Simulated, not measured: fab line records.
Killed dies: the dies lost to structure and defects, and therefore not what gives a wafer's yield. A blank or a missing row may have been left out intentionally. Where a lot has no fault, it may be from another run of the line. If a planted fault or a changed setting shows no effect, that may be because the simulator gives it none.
Chamber matching ; flow nand_harc ; cmp-02 running NHARC_A_DECK1_JOINT_CMP_13: 4 sister chambers
The step polishes, target thk 51.023 nm. 18 wafers are shown with their chamber, then 9 later ones without.

## WAFERS, EACH WITH ITS CHAMBER
wafer;chamber;motor_current_A (A);time_to_endpoint_s (s)
L075.2;0;10.8;7.8
L075.5;2;11.4;10.2
L075.6;3;12.8;9.6
L076.2;2;11.1;14.3
L076.5;3;11.9;10.1
L076.6;0;11.0;7.4
L081.2;1;13.1;10.1
L081.3;0;11.1;6.7
L081.5;0;10.9;5.5
L083.2;3;11.8;7.6
L083.4;1;13.2;12.1
L083.5;3;11.6;9.2
L086.1;1;13.2;9.9
L086.3;2;11.0;9.6
L086.4;0;10.4;5.6
L088.1;3;12.1;12.4
L088.2;1;13.2;13.4
L088.5;2;11.4;14.0

SIGNATURES, as means of the wafers listed above
reading;chamber 0;chamber 1;chamber 2;chamber 3;scatter within a chamber
motor_current_A;10.840;13.175;11.225;12.040;0.302
time_to_endpoint_s;6.600;11.375;12.025;9.780;1.75
Rule: for a wafer and a chamber, the distance is found by dividing, reading by reading, the gap between the wafer's reading and the chamber's mean by the reading's scatter, squaring, summing and taking the root. If the next closest chamber is less than 2 further off than the closest, the wafer can't be placed; otherwise it belongs to the closest. How the scatter is found: for the shown wafers, subtract from each reading the mean of its chamber, square and add these, divide the total by (wafers less chambers), then take the root.

## WAFERS MISSING THEIR CHAMBER
wafer;motor_current_A (A);time_to_endpoint_s (s)
L093.2;12.1;8.9
L093.3;12.5;10.4
L093.6;10.4;10.2
L096.2;11.9;11.2
L096.3;10.5;14.0
L096.4;13.3;13.0
L095.3;13.6;9.4
L095.5;10.7;6.9
L095.6;13.7;7.4

## EACH ONE'S CHAMBER
wafer;from the rows above;in truth
L093.2;3;3
L093.3;can't be placed: 3 or 1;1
L093.6;can't be placed: 0 or 2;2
L096.2;can't be placed: 3 or 2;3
L096.3;can't be placed: 2 or 0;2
L096.4;1;1
L095.3;1;1
L095.5;0;0
L095.6;1;1
Placed correctly: 5 of 9. Cannot be placed on the basis of these rows: 4; the candidates contain the true chamber in 4. Placed wrongly: 0.
